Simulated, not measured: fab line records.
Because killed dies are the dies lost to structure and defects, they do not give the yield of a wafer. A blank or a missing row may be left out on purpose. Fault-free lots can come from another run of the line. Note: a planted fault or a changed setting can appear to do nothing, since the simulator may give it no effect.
Matching of chambers	flow n5 finfet	rie diel-04 running N5_SD_EPI_N_ETCH_45: 4 sister chambers
The step etches SiOCN in CH3F/O2, target depth 6 nm. 20 wafers are shown with their chamber, then 10 later ones without.

== EACH WAFER AND ITS CHAMBER ==
wafer	chamber	showerhead plenum p Torr (Torr)	drypump motor current A (A)	throttle valve pct (%)
L074.1	0	1.98	5.4	23.24
L074.3	1	2.09	5.7	23.46
L074.5	3	1.97	6.1	23.35
L080.1	2	1.99	5.2	23.61
L080.2	0	1.98	5.4	23.26
L080.6	2	1.99	5.1	23.60
L083.1	2	1.99	5.1	23.60
L083.3	1	2.08	5.7	23.46
L083.5	1	2.08	5.7	23.45
L086.2	2	1.99	5.2	23.61
L086.4	1	2.08	5.7	23.48
L086.6	3	1.97	6.0	23.34
L087.2	2	1.99	5.1	23.60
L087.3	3	1.97	6.0	23.35
L087.4	0	1.97	5.4	23.28
L089.1	1	2.08	5.7	23.49
L089.3	0	1.97	5.4	23.27
L089.4	3	1.97	6.1	23.38
L092.1	3	1.96	6.0	23.38
L092.4	2	1.99	5.1	23.64

SIGNATURES, as means of the wafers listed above
reading	chamber 0	chamber 1	chamber 2	chamber 3	scatter within a chamber
showerhead plenum p Torr	1.9750	2.0820	1.9900	1.9680	0.00403
drypump motor current A	5.400	5.700	5.133	6.040	0.0398
throttle valve pct	23.2625	23.4680	23.6100	23.3600	0.0169
Rule: for each reading, subtract the chamber's mean from the wafer's reading, divide by that reading's scatter and square the result; add these up over the readings and take the root, which gives the wafer's distance from the chamber. If the next closest chamber is less than 2 further off than the closest, the wafer can't be placed; otherwise it belongs to the closest. The scatter: take each reading less its chamber's mean, square it, sum over the shown wafers, divide by the number of wafers less the number of chambers, and take the root.

== WAFERS MISSING THEIR CHAMBER ==
wafer	showerhead plenum p Torr (Torr)	drypump motor current A (A)	throttle valve pct (%)
L092.5	1.99	5.2	23.64
L093.1	1.98	5.2	23.64
L093.2	2.08	5.7	23.50
L093.5	2.08	5.7	23.50
L094.2	2.08	5.7	23.50
L094.3	1.98	5.2	23.65
L094.5	1.98	5.2	23.67
L095.2	1.97	5.4	23.31
L095.4	2.08	5.7	23.51
L095.6	1.98	5.2	23.64

== WHICH CHAMBER EACH ONE RAN IN ==
wafer	from the rows above	in truth
L092.5	2	2
L093.1	2	2
L093.2	1	1
L093.5	1	1
L094.2	1	1
L094.3	2	2
L094.5	2	2
L095.2	0	0
L095.4	1	1
L095.6	2	2
10 of 10 placed correctly. From these rows, 0 cannot be placed. Number placed wrongly: 0.
